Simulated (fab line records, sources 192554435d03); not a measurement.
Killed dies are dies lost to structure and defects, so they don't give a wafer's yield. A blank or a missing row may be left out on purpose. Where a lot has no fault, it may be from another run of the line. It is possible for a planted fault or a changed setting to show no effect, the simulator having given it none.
Comparing a struck lot with a sound one    flow n5 finfet    16 out of 1938 route steps
Sound: wafers L412.1, L412.4, L412.5. The struck wafers were L411.3, L411.4, L411.6. The cause comes at the end.
Each step with rows lists, per side, the tool, then ch with its chambers, then its first start. Under that, the readings that differ: sound wafers    struck wafers    difference of the means    sigmas: that difference in standard deviations of wafers without a fault.
alike: a reading whose means differ by less than 2 such deviations, as well as words and numbers matching on both sides. not compared: withheld readings; readings where some wafer has no value; bounds like >300 that might hide an equal value; numbers whose values overlap and for which the record gives no deviation.
A row with sigmas, a row that says differs or no value, or rows on one side alone: a step with any of these is where the two part. When numbers do not overlap yet have no deviation, they are printed without sigmas and do not part them. A reading that every wafer of one side lacks parts them only if that side has two wafers or more.

first, 5 steps without rows for these wafers: N5_SD_EPI_P_SRD_49 (time 30 s); N5_SD_EPI_P_PRECLEAN_24 (cleans in O3/DIW, time 45 s); N5_SD_EPI_P_PRECLEAN_32 (cleans in dHF, time 10 s); N5_SD_EPI_P_PRECLEAN_33 (cleans in SC2, time 45 s); N5_SD_EPI_P_SRD_25 (time 30 s).
N5_SD_EPI_P_INSPECT_26: inspects for defects (darkfield).
  struck on defect inspect-01, day 4 13:31; sound on defect inspect-02, day 4 16:09
  alike: raw defect count
N5_SD_ACTIVATION_RTA_00: time 0 s.
  sound on rtp anneal-01 ch 0, day 4 16:16; struck on rtp anneal-01 ch 0, day 4 13:36
  alike: lamp power pct, lamp_zone_1_pct, wafer_temp_C_max
N5_SD_ACTIVATION_LSA_01: time 0.0008 s.
  sound on laser anneal-01 ch 0, day 4 16:28; struck on laser anneal-02 ch 0, day 4 13:48
  alike: wafer_temp_C_max
N5_SD_ACTIVATION_RS_MEAS_03: measures by four-point-probe.
  struck on film metro-02, day 4 13:59; sound on film metro-01, day 4 16:41
  alike: RS_SD_N, RS_SD_P
N5_SD_ACTIVATION_INSPECT_02: inspects for defects (darkfield).
  struck on defect inspect-02, day 4 14:16; sound on defect inspect-02, day 4 17:00
  alike: raw defect count
N5_ILD0_LINER_00: material SiNx, target thk 4 nm, pulse time 1 s, purge time 2 s.
  sound on ald sin-01 ch 0,1,2, day 4 17:29; struck on ald sin-02 ch 0,1,2, day 4 14:18
  alike: chamber pressure Torr, heater power w, precursor pulse height rel
N5_ILD0_FCVD_FILL_01: material SiO2 flowable, target thk 200 nm, time 328.3 s.
  sound on fcvd-02 ch 0,1, day 4 17:54; struck on fcvd-01 ch 0,1, day 4 15:23
  alike: chamber pressure Torr
then, 1 step without rows for these wafers: N5_ILD0_CURE_02 (time 1800 s).
N5_ILD0_CMP_03: polishes, stops on SiNx, t overpolish 1.9 s, target thk 197.38 nm.
  sound on cmp-01 ch 1,2, day 4 19:51; struck on cmp-04 ch 0,2, day 4 17:37
reading                 sound     struck       difference  sigmas
time to endpoint s (s)  76 72 70  143 149 148  +74         +19
  alike: motor current A, overpolish run s
N5_ILD0_THK_MEAS_04:
  struck on film metro-02, day 4 17:55; sound on film metro-02, day 4 20:08
  alike: thk nm
-- the record jumps here: 11 days lie between the struck wafers' starts before and after (it left off in module ILD0 and takes up again in module PASSIVATION, whose first step shown is number 1936 of the route) --
N5_PASSIVATION_PROBE_49:
  the record has rows for the struck wafers here (prober-01, day 15 12:15) and none for the sound ones

## WHERE THEY PART
At N5_ILD0_CMP_03 first; at N5_PASSIVATION_PROBE_49 last (within this record only).

WHY: what the simulator had put in
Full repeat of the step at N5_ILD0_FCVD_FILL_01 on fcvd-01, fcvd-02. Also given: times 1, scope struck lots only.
